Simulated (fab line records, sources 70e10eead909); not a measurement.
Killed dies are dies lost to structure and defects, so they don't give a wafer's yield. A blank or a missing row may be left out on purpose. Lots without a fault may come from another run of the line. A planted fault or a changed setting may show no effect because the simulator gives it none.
A struck lot beside a sound one | flow nand_harc | 25 steps out of a route of 1302
Sound: wafers L186.1, L186.3, L186.6. Struck: wafers L193.2, L193.3, L193.6. The cause comes at the end.
At each step with rows: each side's tool, then ch and its chambers, then its first start. Under that, the readings that differ: sound wafers | struck wafers | difference of the means | sigmas: that difference in standard deviations of wafers without a fault.
alike: readings whose means differ by less than 2 such deviations, and words and numbers that are the same on both sides. not compared: withheld readings, readings that some wafer has no value for, bounds like >300 that may hide the same value, and numbers for which the record gives no deviation and whose values overlap.
The two part at a step that has a row with sigmas, a row that says differs or no value, or rows on one side only. Numbers that don't overlap but have no deviation are shown without sigmas and don't part them. A reading that every wafer of one side lacks parts them only if that side has two wafers or more.

first, 4 steps without rows for these wafers: NHARC_P_GATE_PRECLEAN_71 (cleans in SC1); NHARC_P_GATE_SRD_72; NHARC_P_GATE_OXIDE_16 (material SiO2, target thk 3 nm, ox time 392 s); NHARC_P_GATE_CVD_17 (deposits poly-Si, target thk 150 nm, time 900 s).
NHARC_P_GATE_HM_DEP_102: deposits aC, target thk 120 nm.
  sound on acl_dep-02 ch 0, day 8 02:56; struck on acl_dep-01 ch 0, day 10 22:37
  alike: throttle_valve_pct
NHARC_P_GATE_DEP_103: deposits SiON, target thk 30 nm.
  sound on pecvd-01 ch 0,2, day 8 03:38; struck on pecvd-01 ch 1,2, day 10 23:12
  alike: heater_power_w
then, 6 steps without rows for these wafers: NHARC_P_GATE_DEHYDRATE_18 (time 120 s); NHARC_P_GATE_HMDS_19 (time 30 s); NHARC_P_GATE_COAT_20 (resist thk 90 nm); NHARC_P_GATE_SOFTBAKE_21 (time 55 s); NHARC_P_GATE_EBR_22; NHARC_P_GATE_EXPOSE_23 (exposes mask P GATE, target cd 120 nm).
NHARC_P_GATE_PEB_24: peb time 65 s.
  sound on litho_track-04 ch 0, day 8 04:07; struck on litho_track-01 ch 0, day 10 23:38
  reading                  | sound             | struck            | difference | sigmas
  heater_power_total_W (W) | 156.0 157.1 156.8 | 170.2 171.6 170.5 | +14.1      | +33
  alike: chill_plate_temp_C
then, 1 step without rows for these wafers: NHARC_P_GATE_DEVELOP_25 (develop time 35 s).
NHARC_P_GATE_CD_MEAS_26: target cd 120 nm.
  sound on cd_sem-01 ch 0, day 8 04:11; struck on cd_sem-02 ch 0, day 10 23:43
  reading    | sound             | struck            | difference | sigmas
  cd_nm (nm) | 121.3 122.4 121.4 | 126.7 126.3 125.9 | +4.6       | +6
NHARC_P_GATE_OVL_MEAS_27:
  sound on overlay-02, day 8 04:17; struck on overlay-02, day 10 23:49
  reading           | sound       | struck         | difference | sigmas
  overlay_y_nm (nm) | 0.8 0.6 0.7 | -0.8 -0.8 -1.0 | -1.6       | -2
  alike: overlay_x_nm
NHARC_P_GATE_INSPECT_28:
  sound on defect_inspect-02, day 8 04:19; struck on defect_inspect-01, day 10 23:50
  alike: raw_defect_count
NHARC_P_GATE_DESCUM_31: chemistry O2, time 3 s.
  sound on rie_diel-02 ch 0,2, day 8 04:23; struck on rie_diel-02 ch 1,2,3, day 10 23:55
  reading                 | sound           | struck            | difference | sigmas
  model.P_GATE.cd_nm (nm) | 122.1 122 122.1 | 126.2 127.2 125.9 | +4.4       |
  alike: drypump_motor_current_A, oes_product_au, rf_vpp_V, showerhead_plenum_p_Torr, throttle_valve_pct
  not compared: rf_hours_counter_h
NHARC_P_GATE_ETCH_104: etches the open film in CF4/CHF3, target depth 60 nm.
  sound on rie_diel-02 ch 1,3, day 8 04:28; struck on rie_diel-02 ch 1,2,3, day 10 23:59
  reading               | sound             | struck            | difference | sigmas
  cf4_flow_sccm (sccm)  | 99.3 99.8 99.7    | 100.3 100.4 100.1 | +0.7       | +2
  oes_product_au (a.u.) | 0.918 0.919 0.917 | 0.976 0.982 0.959 | +0.054     | +2
  alike: drypump_motor_current_A, rf_vpp_V, showerhead_plenum_p_Torr, throttle_valve_pct
then, 2 steps without rows for these wafers: NHARC_P_GATE_HM_OPEN_105 (chemistry O2/COS, target depth 360 nm); NHARC_P_GATE_STRIP_106 (strips in O2/COS).
NHARC_P_GATE_ETCH_114: etches the open film in CF4/O2, target depth 30 nm, overetch 3 nm, time 16.5 s.
  sound on rie_diel-02 ch 0,1; struck on rie_diel-02 ch 1,2,3
  alike: cf4_flow_sccm, drypump_motor_current_A, oes_product_au, rf_vpp_V, showerhead_plenum_p_Torr, throttle_valve_pct
  not compared: rf_hours_counter_h
NHARC_P_GATE_ETCH_32: etches the open film in HBr/Cl2, target depth 150 nm, time 100.1 s.
  sound on rie_si-05 ch 2,3, day 8 04:51; struck on rie_si-03 ch 0,1, day 11 00:23
  alike: drypump_motor_current_A, oes_product_au, throttle_valve_pct
  not compared: rf_hours_counter_h, model.P_GATE.cd_nm
NHARC_P_GATE_STRIP_108: strips in O2.
  sound on rie_diel-10 ch 0,1,2, day 8 05:03; struck on rie_diel-02 ch 0,2,3, day 11 00:32
  alike: drypump_motor_current_A, oes_product_au, rf_vpp_V, showerhead_plenum_p_Torr, throttle_valve_pct
  not compared: rf_hours_counter_h
NHARC_END_SORT_01:
  the record has rows for the sound wafers here (prober-01 ch 0, day 27 04:52) and none for the struck ones

WHERE THEY PART
First at NHARC_P_GATE_PEB_24; last, within this record, at NHARC_END_SORT_01.

WHY: what the simulator had put in
Process parameter drift: litho_track-01, from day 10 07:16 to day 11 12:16, at NHARC_P_GATE_PEB_24. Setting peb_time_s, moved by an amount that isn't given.
